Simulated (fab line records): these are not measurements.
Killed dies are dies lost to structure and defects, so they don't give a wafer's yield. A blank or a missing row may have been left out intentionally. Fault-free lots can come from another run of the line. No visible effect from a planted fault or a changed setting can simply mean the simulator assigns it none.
fab line records    flow n5_finfet
[record] lots = 24  wafers = 72  last_day = 19
route steps=1938 shown BEOL_M5@1177
lots with no fault: from the same line, run without faults
start_h: hours from the record's first day to the start of the lot's first wafer shown    wait_h: time in hours since the lot's previous step    " unchanged from the row above    L1.1+2: one row covering several wafers at once    - no value, or no start was given    * or withheld: withheld    < > ~ a bound
route shown NAME@n: NAME is a module with steps in the file, n the number in the route of the first one    usual: mean and standard deviation over wafers with no fault    same: alike in all rows    chamber/n: place in a boat    sites: each site's reading    _std_site: their standard deviation    _edge_site: mean of outer sites minus mean of inner sites    radius_mm: for every site, how far away it sits from the centre of the wafer    mask NAME#n: copy n    behind: the last tool/chamber to shape the wafer    hold: why the lot was held/for how many hours/how that ended    device: the transistor (n, p or np) that didn't switch    end of line: tests run on the same wafers once the route is complete    a step given without rows: its recipe and nothing more    killed: not the wafer's yield, but the dies lost to structure and defects at the first sort    map: per-die view of a wafer (x killed, . not killed, _ where there is no die)
set.NAME: the run value of the setting; set.NAME@STEP: its run value at that earlier step    model.NAME: the simulator's own value behind a step, which no gauge read
route steps across a sampled set of lots; one table per step, one row per wafer
services: a tool's chamber out of use, with start hour (start_h, from the record's first day; less than 0 if before it), hours out, and reason
[[steps]]
[step N5_BEOL_M5_SPUTTER_81]
[recipe] material = Cu  target_thk_a = 150  temp_c = -20  chamber_pressure_pa = 0.07  power_w = withheld  time_s = 27.62
[usual] throttle_valve_pct = 30.2/1
[same] time_s = 27.62
lot.wafer  tool            chamber  start_h  wait_h  throttle_valve_pct
L074.2     pvd_sputter-01  -        206.23   0.5     30.3
L074.3     "               -        "        "       30.7
L074.5     "               -        "        "       31.0
L075.2     pvd_sputter-01  -        210.66   0.5     30.3
L075.4     "               -        "        "       30.5
L075.6     "               -        "        "       30.6
L077.2     pvd_sputter-02  -        215.00   0.5     30.1
L077.4     "               -        "        "       28.9
L077.6     "               -        "        "       29.4
L078.2     pvd_sputter-01  -        232.02   0.5     30.1
L078.3     "               -        "        "       31.3
L078.5     "               -        "        "       30.1
L076.1     pvd_sputter-03  -        232.83   0.5     32.4
L076.2     "               -        "        "       29.5
L076.5     "               -        "        "       31.8
L079.1     pvd_sputter-02  -        234.81   0.5     30.0
L079.2     "               -        "        "       30.2
L079.4     "               -        "        "       29.4
L080.3     pvd_sputter-02  -        239.91   0.5     29.9
L080.5     "               -        "        "       28.8
L080.6     "               -        "        "       29.4
L081.2     pvd_sputter-03  -        242.58   0.5     32.2
L081.3     "               -        "        "       29.5
L081.5     "               -        "        "       31.6
L082.1     pvd_sputter-02  -        254.20   0.5     30.2
L082.3     "               -        "        "       29.7
L082.4     "               -        "        "       28.9
L083.1     pvd_sputter-01  -        258.71   0.5     31.0
L083.3     "               -        "        "       30.8
L083.5     "               -        "        "       29.9
L084.2     pvd_sputter-02  -        265.37   0.5     29.0
L084.4     "               -        "        "       29.8
L084.6     "               -        "        "       30.0
L086.1     pvd_sputter-03  -        265.59   0.5     29.4
L086.3     "               -        "        "       31.7
L086.4     "               -        "        "       32.7
L085.1     pvd_sputter-03  -        277.64   0.5     29.5
L085.4     "               -        "        "       29.9
L085.5     "               -        "        "       29.8
L087.1     pvd_sputter-03  -        282.63   0.5     31.7
L087.2     "               -        "        "       29.9
L087.5     "               -        "        "       29.8
L088.2     pvd_sputter-02  -        288.06   0.5     29.3
L088.3     "               -        "        "       28.9
L088.5     "               -        "        "       29.7
L089.2     pvd_sputter-01  -        291.82   0.5     31.4
L089.3     "               -        "        "       30.6
L089.4     "               -        "        "       30.4
L090.1     pvd_sputter-02  -        299.40   0.5     29.0
L090.3     "               -        "        "       30.0
L090.6     "               -        "        "       29.9
L091.2     pvd_sputter-02  -        309.49   0.5     29.9
L091.5     "               -        "        "       29.1
L091.6     "               -        "        "       30.3
L092.1     pvd_sputter-03  -        313.17   0.5     30.2
L092.5     "               -        "        "       31.9
L092.6     "               -        "        "       29.2
L093.2     pvd_sputter-03  -        319.35   0.5     32.6
L093.4     "               -        "        "       29.4
L093.6     "               -        "        "       29.2
L094.2     pvd_sputter-02  -        321.60   0.5     30.1
L094.5     "               -        "        "       29.5
L094.6     "               -        "        "       28.9
L095.2     pvd_sputter-03  -        325.72   0.5     31.7
L095.5     "               -        "        "       31.9
L095.6     "               -        "        "       29.8
L096.1     pvd_sputter-03  -        337.11   0.5     31.8
L096.3     "               -        "        "       29.8
L096.4     "               -        "        "       29.1
L097.2     pvd_sputter-02  -        349.36   0.5     29.2
L097.3     "               -        "        "       29.0
L097.5     "               -        "        "       29.7
[step N5_BEOL_M5_SPUTTER_83]
[recipe] material = Cu  target_thk_a = 150  temp_c = -20  chamber_pressure_pa = 0.07  power_w = withheld  time_s = 27.62
[usual] throttle_valve_pct = 30.2/1
[same] time_s = 27.62
lot.wafer  tool            chamber  start_h  wait_h  throttle_valve_pct
L074.2     pvd_sputter-01  -        207.32   0.5     30.5
L074.3     "               -        "        "       30.5
L074.5     "               -        "        "       31.0
L075.2     pvd_sputter-01  -        211.75   0.5     30.0
L075.4     "               -        "        "       30.4
L075.6     "               -        "        "       30.5
L077.2     pvd_sputter-02  -        216.09   0.5     30.1
L077.4     "               -        "        "       28.9
L077.6     "               -        "        "       29.6
L078.2     pvd_sputter-01  -        233.11   0.5     30.5
L078.3     "               -        "        "       30.8
L078.5     "               -        "        "       30.2
L076.1     pvd_sputter-03  -        233.92   0.5     32.4
L076.2     "               -        "        "       29.5
L076.5     "               -        "        "       31.7
L079.1     pvd_sputter-02  -        235.90   0.5     30.1
L079.2     "               -        "        "       30.3
L079.4     "               -        "        "       29.4
L080.3     pvd_sputter-02  -        241.00   0.5     29.8
L080.5     "               -        "        "       28.9
L080.6     "               -        "        "       29.5
L081.2     pvd_sputter-03  -        243.67   0.5     32.4
L081.3     "               -        "        "       29.6
L081.5     "               -        "        "       31.7
L082.1     pvd_sputter-02  -        255.29   0.5     30.1
L082.3     "               -        "        "       30.0
L082.4     "               -        "        "       28.8
L083.1     pvd_sputter-01  -        259.80   0.5     30.9
L083.3     "               -        "        "       30.7
L083.5     "               -        "        "       30.2
L084.2     pvd_sputter-02  -        266.45   0.5     29.0
L084.4     "               -        "        "       29.9
L084.6     "               -        "        "       30.5
L086.1     pvd_sputter-03  -        266.68   0.5     29.3
L086.3     "               -        "        "       31.8
L086.4     "               -        "        "       32.2
L085.1     pvd_sputter-03  -        278.73   0.5     29.3
L085.4     "               -        "        "       29.5
L085.5     "               -        "        "       29.7
L087.1     pvd_sputter-03  -        283.71   0.5     31.9
L087.2     "               -        "        "       29.9
L087.5     "               -        "        "       29.7
L088.2     pvd_sputter-02  -        289.15   0.5     29.4
L088.3     "               -        "        "       29.0
L088.5     "               -        "        "       29.6
L089.2     pvd_sputter-01  -        292.91   0.5     30.8
L089.3     "               -        "        "       30.3
L089.4     "               -        "        "       30.3
L090.1     pvd_sputter-02  -        300.48   0.5     28.8
L090.3     "               -        "        "       29.9
L090.6     "               -        "        "       30.2
L091.2     pvd_sputter-02  -        310.57   0.5     30.1
L091.5     "               -        "        "       29.5
L091.6     "               -        "        "       30.1
L092.1     pvd_sputter-03  -        314.26   0.5     29.8
L092.5     "               -        "        "       31.6
L092.6     "               -        "        "       29.4
L093.2     pvd_sputter-03  -        320.44   0.5     32.2
L093.4     "               -        "        "       29.5
L093.6     "               -        "        "       29.4
L094.2     pvd_sputter-02  -        322.69   0.5     30.0
L094.5     "               -        "        "       29.6
L094.6     "               -        "        "       28.9
L095.2     pvd_sputter-03  -        326.81   0.5     31.8
L095.5     "               -        "        "       31.8
L095.6     "               -        "        "       29.8
L096.1     pvd_sputter-03  -        338.20   0.5     31.7
L096.3     "               -        "        "       29.7
L096.4     "               -        "        "       29.2
L097.2     pvd_sputter-02  -        350.44   0.5     29.6
L097.3     "               -        "        "       28.9
L097.5     "               -        "        "       29.7
[step N5_BEOL_M5_ANNEAL_89]
[recipe] temp_c = 400  time_s = 1800  ambient = vacuum
[usual] heater_power_w = 813/37
[same] time_s = 1800
lot.wafer  tool            chamber  start_h  wait_h  heater_power_w
L074.2     pvd_sputter-01  -        208.49   0.0     721
L074.3     "               -        "        "       770
L074.5     "               -        "        "       844
L075.2     pvd_sputter-01  -        212.91   0.0     715
L075.4     "               -        "        "       838
L075.6     "               -        "        "       784
L077.2     pvd_sputter-02  -        217.25   0.0     830
L077.4     "               -        "        "       794
L077.6     "               -        "        "       805
L078.2     pvd_sputter-01  -        234.27   0.0     852
L078.3     "               -        "        "       860
L078.5     "               -        "        "       711
L076.1     pvd_sputter-03  -        235.09   0.0     790
L076.2     "               -        "        "       797
L076.5     "               -        "        "       828
L079.1     pvd_sputter-02  -        237.06   0.0     886
L079.2     "               -        "        "       842
L079.4     "               -        "        "       788
L080.3     pvd_sputter-02  -        242.17   0.0     872
L080.5     "               -        "        "       789
L080.6     "               -        "        "       809
L081.2     pvd_sputter-03  -        244.83   0.0     832
L081.3     "               -        "        "       791
L081.5     "               -        "        "       834
L082.1     pvd_sputter-02  -        256.45   0.0     839
L082.3     "               -        "        "       878
L082.4     "               -        "        "       803
L083.1     pvd_sputter-01  -        260.96   0.0     843
L083.3     "               -        "        "       766
L083.5     "               -        "        "       710
L084.2     pvd_sputter-02  -        267.62   0.0     805
L084.4     "               -        "        "       857
L084.6     "               -        "        "       850
L086.1     pvd_sputter-03  -        267.84   0.0     812
L086.3     "               -        "        "       836
L086.4     "               -        "        "       829
L085.1     pvd_sputter-03  -        279.89   0.0     781
L085.4     "               -        "        "       833
L085.5     "               -        "        "       838
L087.1     pvd_sputter-03  -        284.88   0.0     865
L087.2     "               -        "        "       826
L087.5     "               -        "        "       820
L088.2     pvd_sputter-02  -        290.31   0.0     787
L088.3     "               -        "        "       782
L088.5     "               -        "        "       775
L089.2     pvd_sputter-01  -        294.08   0.0     834
L089.3     "               -        "        "       834
L089.4     "               -        "        "       801
L090.1     pvd_sputter-02  -        301.65   0.0     770
L090.3     "               -        "        "       863
L090.6     "               -        "        "       866
L091.2     pvd_sputter-02  -        311.74   0.0     840
L091.5     "               -        "        "       795
L091.6     "               -        "        "       811
L092.1     pvd_sputter-03  -        315.42   0.0     803
L092.5     "               -        "        "       853
L092.6     "               -        "        "       802
L093.2     pvd_sputter-03  -        321.61   0.0     809
L093.4     "               -        "        "       807
L093.6     "               -        "        "       789
L094.2     pvd_sputter-02  -        323.86   0.0     840
L094.5     "               -        "        "       807
L094.6     "               -        "        "       782
L095.2     pvd_sputter-03  -        327.97   0.0     835
L095.5     "               -        "        "       843
L095.6     "               -        "        "       849
L096.1     pvd_sputter-03  -        339.36   0.0     856
L096.3     "               -        "        "       823
L096.4     "               -        "        "       797
L097.2     pvd_sputter-02  -        351.61   0.0     776
L097.3     "               -        "        "       793
L097.5     "               -        "        "       861
[step N5_BEOL_M5_CO_CAP_78]
[recipe] material = Co  target_thk_a = 20  temp_c = 200  precursor = CCTBA/H2  pressure_torr = 30  time_s = 102.1
[usual] heater_power_w = 233/20
[same] time_s = 102.1
lot.wafer  tool       chamber  start_h  wait_h  heater_power_w
L074.2     cvd_co-01  1        210.36   0.0     252
L074.3     "          2        "        "       201
L074.5     "          1        "        "       245
L075.2     cvd_co-02  2        214.86   0.0     251
L075.4     "          1        "        "       252
L075.6     "          2        "        "       248
L077.2     cvd_co-01  0        219.61   0.0     233
L077.4     "          1        "        "       238
L077.6     "          2        "        "       201
L078.2     cvd_co-02  2        236.44   0.0     255
L078.3     "          0        "        "       209
L078.5     "          0        "        "       213
L076.1     cvd_co-01  2        236.98   0.0     204
L076.2     "          1        "        "       250
L076.5     "          0        "        "       239
L079.1     cvd_co-02  1        238.98   0.0     257
L079.2     "          0        "        "       216
L079.4     "          0        "        "       215
L080.3     cvd_co-01  0        244.04   0.0     238
L080.5     "          1        "        "       248
L080.6     "          0        "        "       240
L081.2     cvd_co-01  0        246.71   0.0     244
L081.3     "          1        "        "       250
L081.5     "          2        "        "       203
L082.1     cvd_co-02  2        258.35   0.0     251
L082.3     "          1        "        "       253
L082.4     "          0        "        "       216
L083.1     cvd_co-01  1        263.25   0.0     246
L083.3     "          2        "        "       207
L083.5     "          1        "        "       249
L084.2     cvd_co-01  0        269.52   0.0     239
L084.4     "          1        "        "       246
L084.6     "          0        "        "       236
L086.1     cvd_co-02  1        270.37   0.0     250
L086.3     "          0        "        "       211
L086.4     "          2        "        "       252
L085.1     cvd_co-01  0        281.93   0.0     242
L085.4     "          0        "        "       238
L085.5     "          2        "        "       201
L087.1     cvd_co-02  1        286.78   0.0     253
L087.2     "          0        "        "       210
L087.5     "          2        "        "       254
L088.2     cvd_co-01  2        292.19   0.0     207
L088.3     "          1        "        "       251
L088.5     "          1        "        "       247
L089.2     cvd_co-01  2        295.96   0.0     204
L089.3     "          0        "        "       238
L089.4     "          2        "        "       201
L090.1     cvd_co-01  1        303.53   0.0     245
L090.3     "          2        "        "       204
L090.6     "          0        "        "       238
L091.2     cvd_co-01  2        313.62   0.0     207
L091.5     "          1        "        "       248
L091.6     "          0        "        "       244
L092.1     cvd_co-02  0        317.33   0.0     211
L092.5     "          2        "        "       249
L092.6     "          0        "        "       212
L093.2     cvd_co-01  0        323.50   0.0     234
L093.4     "          0        "        "       239
L093.6     "          2        "        "       201
L094.2     cvd_co-01  1        325.97   0.0     242
L094.5     "          0        "        "       239
L094.6     "          1        "        "       253
L095.2     cvd_co-01  0        329.85   0.0     233
L095.5     "          0        "        "       237
L095.6     "          2        "        "       200
L096.1     cvd_co-02  0        341.26   0.0     210
L096.3     "          0        "        "       215
L096.4     "          2        "        "       246
L097.2     cvd_co-02  0        353.66   0.0     214
L097.3     "          2        "        "       248
L097.5     "          0        "        "       217
[step N5_BEOL_M5_DEP_56]
[recipe] material = SiCN  target_thk_a = 80  temp_c = withheld  precursor = 3MS/NH3  pressure_torr = 3  rf_w = 202  time_s = 14
[usual] showerhead_plenum_p_Torr = 3.671/0.014  showerhead_vpp_V = 904/31  throttle_valve_pct = 9.3/0.45
[same] time_s = 14
lot.wafer  tool      chamber  start_h  wait_h  showerhead_plenum_p_Torr  showerhead_vpp_V  throttle_valve_pct
L074.2     pecvd-01  0        210.48   0.0     3.675                     880               9.2
L074.3     "         2        "        "       3.691                     941               9.6
L074.5     "         0        "        "       3.674                     869               9.3
L075.2     pecvd-01  2        214.97   0.0     3.688                     923               9.5
L075.4     "         2        "        "       3.694                     916               9.4
L075.6     "         1        "        "       3.664                     927               9.9
L077.2     pecvd-03  2        219.73   0.0     3.659                     863               8.9
L077.4     "         1        "        "       3.661                     931               9.5
L077.6     "         0        "        "       3.670                     926               9.2
L078.2     pecvd-03  1        236.57   0.0     3.655                     925               9.0
L078.3     "         0        "        "       3.686                     902               9.4
L078.5     "         1        "        "       3.650                     924               9.4
L076.1     pecvd-02  2        237.10   0.0     3.657                     873               8.6
L076.2     "         0        "        "       3.660                     965               8.9
L076.5     "         1        "        "       3.675                     856               8.8
L079.1     pecvd-03  2        239.10   0.0     3.658                     879               8.9
L079.2     "         1        "        "       3.659                     920               9.4
L079.4     "         2        "        "       3.662                     869               9.0
L080.3     pecvd-01  2        244.16   0.0     3.687                     911               9.4
L080.5     "         0        "        "       3.687                     867               9.2
L080.6     "         2        "        "       3.693                     929               9.7
L081.2     pecvd-03  0        246.83   0.0     3.673                     909               9.2
L081.3     "         2        "        "       3.668                     868               9.1
L081.5     "         2        "        "       3.656                     877               8.7
L082.1     pecvd-01  0        258.47   0.0     3.678                     879               9.3
L082.3     "         1        "        "       3.664                     938               10.0
L082.4     "         1        "        "       3.669                     925               9.9
L083.1     pecvd-02  0        263.37   0.0     3.660                     960               9.2
L083.3     "         2        "        "       3.667                     873               8.5
L083.5     "         2        "        "       3.660                     867               8.4
L084.2     pecvd-01  2        269.63   0.0     3.706                     931               9.6
L084.4     "         1        "        "       3.656                     928               10.1
L084.6     "         0        "        "       3.668                     882               9.3
L086.1     pecvd-03  1        270.48   0.0     3.660                     919               9.2
L086.3     "         0        "        "       3.673                     924               9.3
L086.4     "         2        "        "       3.661                     866               8.8
L085.1     pecvd-02  1        282.05   0.0     3.672                     857               8.8
L085.4     "         1        "        "       3.671                     859               8.8
L085.5     "         0        "        "       3.655                     948               9.1
L087.1     pecvd-02  1        286.90   0.0     3.662                     860               9.1
L087.2     "         2        "        "       3.667                     875               8.6
L087.5     "         1        "        "       3.672                     863               9.0
L088.2     pecvd-02  2        292.31   0.0     3.669                     864               8.3
L088.3     "         0        "        "       3.656                     964               9.0
L088.5     "         0        "        "       3.655                     963               8.9
L089.2     pecvd-01  0        296.07   0.0     3.679                     879               9.3
L089.3     "         2        "        "       3.697                     935               9.5
L089.4     "         0        "        "       3.687                     883               9.4
L090.1     pecvd-01  2        303.65   0.0     3.703                     903               9.6
L090.3     "         1        "        "       3.657                     932               10.1
L090.6     "         0        "        "       3.685                     879               9.4
L091.2     pecvd-01  1        313.74   0.0     3.658                     923               9.8
L091.5     "         1        "        "       3.671                     913               10.3
L091.6     "         2        "        "       3.692                     923               9.8
L092.1     pecvd-03  2        317.44   0.0     3.662                     877               9.0
L092.5     "         1        "        "       3.652                     905               9.6
L092.6     "         2        "        "       3.656                     881               9.1
L093.2     pecvd-02  2        323.62   0.0     3.650                     888               8.8
L093.4     "         2        "        "       3.666                     883               8.9
L093.6     "         0        "        "       3.668                     955               9.1
L094.2     pecvd-01  1        326.08   0.0     3.662                     917               9.9
L094.5     "         2        "        "       3.692                     923               9.7
L094.6     "         0        "        "       3.675                     884               9.2
L095.2     pecvd-01  0        329.97   0.0     3.676                     865               9.4
L095.5     "         0        "        "       3.686                     872               9.5
L095.6     "         1        "        "       3.656                     912               10.2
L096.1     pecvd-01  0        341.41   0.0     3.669                     880               9.1
L096.3     "         1        "        "       3.662                     914               9.8
L096.4     "         1        "        "       3.656                     924               10.0
L097.2     pecvd-01  2        353.82   0.0     3.700                     931               9.9
L097.3     "         1        "        "       3.660                     926               9.8
L097.5     "         0        "        "       3.681                     868               9.6
[step N5_BEOL_M5_RS_MEAS_57]
[recipe] thk_meas_gauge = four-point-probe  reads = Co_of_BEOL_M5_CO_CAP_78+Cu_of_BEOL_M5_ECD_50+Co_of_BEOL_M5_CVD_47+TaN_of_BEOL_M5_ALD_86
[usual] M5_RS = 0.385/0.01
lot.wafer  tool           chamber  start_h  wait_h  M5_RS[ohm/sq]
L074.2     film_metro-02  -        210.55   0.1     0.363
L074.3     "              -        "        "       0.373
L074.5     "              -        "        "       0.371
L075.2     film_metro-02  -        215.04   0.1     0.382
L075.4     "              -        "        "       0.389
L075.6     "              -        "        "       0.387
L077.2     film_metro-01  -        219.80   0.1     0.389
L077.4     "              -        "        "       0.393
L077.6     "              -        "        "       0.382
L078.2     film_metro-02  -        236.63   0.1     0.399
L078.3     "              -        "        "       0.402
L078.5     "              -        "        "       0.400
L076.1     film_metro-02  -        237.16   0.0     0.389
L076.2     "              -        "        "       0.382
L076.5     "              -        "        "       0.393
L079.1     film_metro-02  -        239.17   0.0     0.383
L079.2     "              -        "        "       0.390
L079.4     "              -        "        "       0.368
L080.3     film_metro-01  -        244.23   0.1     0.386
L080.5     "              -        "        "       0.400
L080.6     "              -        "        "       0.371
L081.2     film_metro-02  -        246.90   0.1     0.378
L081.3     "              -        "        "       0.407
L081.5     "              -        "        "       0.395
L082.1     film_metro-02  -        258.53   0.0     0.382
L082.3     "              -        "        "       0.396
L082.4     "              -        "        "       0.381
L083.1     film_metro-02  -        263.44   0.0     0.391
L083.3     "              -        "        "       0.374
L083.5     "              -        "        "       0.363
L084.2     film_metro-02  -        269.70   0.1     0.395
L084.4     "              -        "        "       0.396
L084.6     "              -        "        "       0.411
L086.1     film_metro-01  -        270.55   0.0     0.376
L086.3     "              -        "        "       0.391
L086.4     "              -        "        "       0.385
L085.1     film_metro-01  -        282.11   0.0     0.397
L085.4     "              -        "        "       0.387
L085.5     "              -        "        "       0.385
L087.1     film_metro-02  -        286.96   0.0     0.394
L087.2     "              -        "        "       0.380
L087.5     "              -        "        "       0.374
L088.2     film_metro-02  -        292.38   0.1     0.392
L088.3     "              -        "        "       0.387
L088.5     "              -        "        "       0.392
L089.2     film_metro-02  -        296.14   0.1     0.363
L089.3     "              -        "        "       0.396
L089.4     "              -        "        "       0.370
L090.1     film_metro-01  -        303.71   0.0     0.375
L090.3     "              -        "        "       0.372
L090.6     "              -        "        "       0.378
L091.2     film_metro-02  -        313.80   0.1     0.399
L091.5     "              -        "        "       0.373
L091.6     "              -        "        "       0.394
L092.1     film_metro-01  -        317.51   0.0     0.367
L092.5     "              -        "        "       0.368
L092.6     "              -        "        "       0.394
L093.2     film_metro-02  -        323.68   0.1     0.394
L093.4     "              -        "        "       0.387
L093.6     "              -        "        "       0.376
L094.2     film_metro-02  -        326.15   0.1     0.397
L094.5     "              -        "        "       0.380
L094.6     "              -        "        "       0.385
L095.2     film_metro-01  -        330.04   0.1     0.397
L095.5     "              -        "        "       0.378
L095.6     "              -        "        "       0.385
L096.1     film_metro-01  -        341.48   0.0     0.370
L096.3     "              -        "        "       0.371
L096.4     "              -        "        "       0.374
L097.2     film_metro-01  -        353.88   0.1     0.384
L097.3     "              -        "        "       0.386
L097.5     "              -        "        "       0.380
[[services]]
tool            chamber  start_h  hours  kind
cvd_co-01       -        185.05   2.3    repair
pvd_sputter-02  -        186.11   7.3    repair
pecvd-02        2        202.38   -      clean
pecvd-02        2        202.38   -      consumable_replace:showerhead
pecvd-02        2        202.38   29.0   scheduled_down
pecvd-02        2        202.38   29.0   vent_cycle
pecvd-03        -        214.46   1.7    repair
pecvd-03        -        225.74   3.7    repair
pecvd-01        0        227.89   4.0    repair
pecvd-03        0        253.56   2.1    scheduled_down
pecvd-01        -        274.98   0.7    repair
pvd_sputter-01  -        283.92   0.7    repair
pecvd-02        -        307.15   0.7    repair
cvd_co-02       2        329.57   7.7    repair
cvd_co-02       1        337.31   -      clean
cvd_co-02       1        337.31   22.0   scheduled_down
cvd_co-02       1        337.31   22.0   vent_cycle
cvd_co-02       -        349.37   3.8    pm
[[key]]
fault none
